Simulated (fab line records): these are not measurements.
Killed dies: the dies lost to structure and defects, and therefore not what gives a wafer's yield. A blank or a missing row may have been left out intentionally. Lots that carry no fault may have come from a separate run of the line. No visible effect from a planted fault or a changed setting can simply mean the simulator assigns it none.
Chamber matching -- flow n5_finfet -- N5_BEOL_M0_STRIP_140 on rie_diel-05 has 4 sister chambers
The step strips in CF4. 18 wafers are shown with their chamber, then 9 later ones without.

WAFERS PAIRED WITH THEIR CHAMBERS
wafer,chamber,showerhead_plenum_p_Torr (Torr),throttle_valve_pct (%),oes_product_au (a.u.)
L075.3,1,1.76,13.60,0.72
L075.4,2,1.73,13.81,0.71
L075.5,1,1.76,13.60,0.73
L076.2,1,1.76,13.62,0.74
L076.3,0,1.79,13.47,0.72
L076.4,2,1.73,13.82,0.70
L077.3,0,1.79,13.47,0.73
L077.4,2,1.73,13.85,0.70
L077.5,0,1.78,13.46,0.72
L080.1,3,1.86,13.64,0.71
L080.2,2,1.72,13.86,0.70
L080.5,0,1.78,13.49,0.72
L082.1,1,1.76,13.61,0.73
L082.4,3,1.86,13.64,0.71
L082.5,0,1.78,13.47,0.71
L083.3,0,1.78,13.49,0.71
L083.5,2,1.72,13.84,0.70
L083.6,3,1.86,13.67,0.72

SIGNATURES (means of the wafers above)
reading,chamber 0,chamber 1,chamber 2,chamber 3,scatter within a chamber
showerhead_plenum_p_Torr,1.7833,1.7600,1.7260,1.8600,0.00425
throttle_valve_pct,13.4750,13.6075,13.8360,13.6500,0.0155
oes_product_au,0.7183,0.7300,0.7020,0.7133,0.00671
Rule: for each reading, subtract the chamber's mean from the wafer's reading, divide by that reading's scatter and square the result; add these up over the readings and take the root, which gives the wafer's distance from the chamber. The wafer belongs to the nearest chamber; if the next one is less than 2 further off, it can't be placed. The scatter is the square root of a quotient: the sum, over the shown wafers, of each reading's squared deviation from its chamber's mean, divided by wafers minus chambers.

WAFERS MISSING THEIR CHAMBER
wafer,showerhead_plenum_p_Torr (Torr),throttle_valve_pct (%),oes_product_au (a.u.)
L087.1,1.72,13.86,0.69
L087.5,1.78,13.52,0.70
L087.6,1.86,13.69,0.70
L091.2,1.78,13.52,0.69
L091.3,1.72,13.89,0.69
L091.5,1.86,13.69,0.70
L096.1,1.75,13.72,0.70
L096.2,1.85,13.69,0.68
L096.4,1.78,13.56,0.69

CHAMBER TAKEN BY EACH
wafer,from the rows above,in truth
L087.1,2,2
L087.5,0,0
L087.6,3,3
L091.2,0,0
L091.3,2,2
L091.5,3,3
L096.1,can't be placed: 1 or 2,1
L096.2,3,3
L096.4,can't be placed: 0 or 1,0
7 of 9 placed correctly. Not placeable from these rows: 2 (in 2, the candidates include the true chamber). 0 placed wrongly.
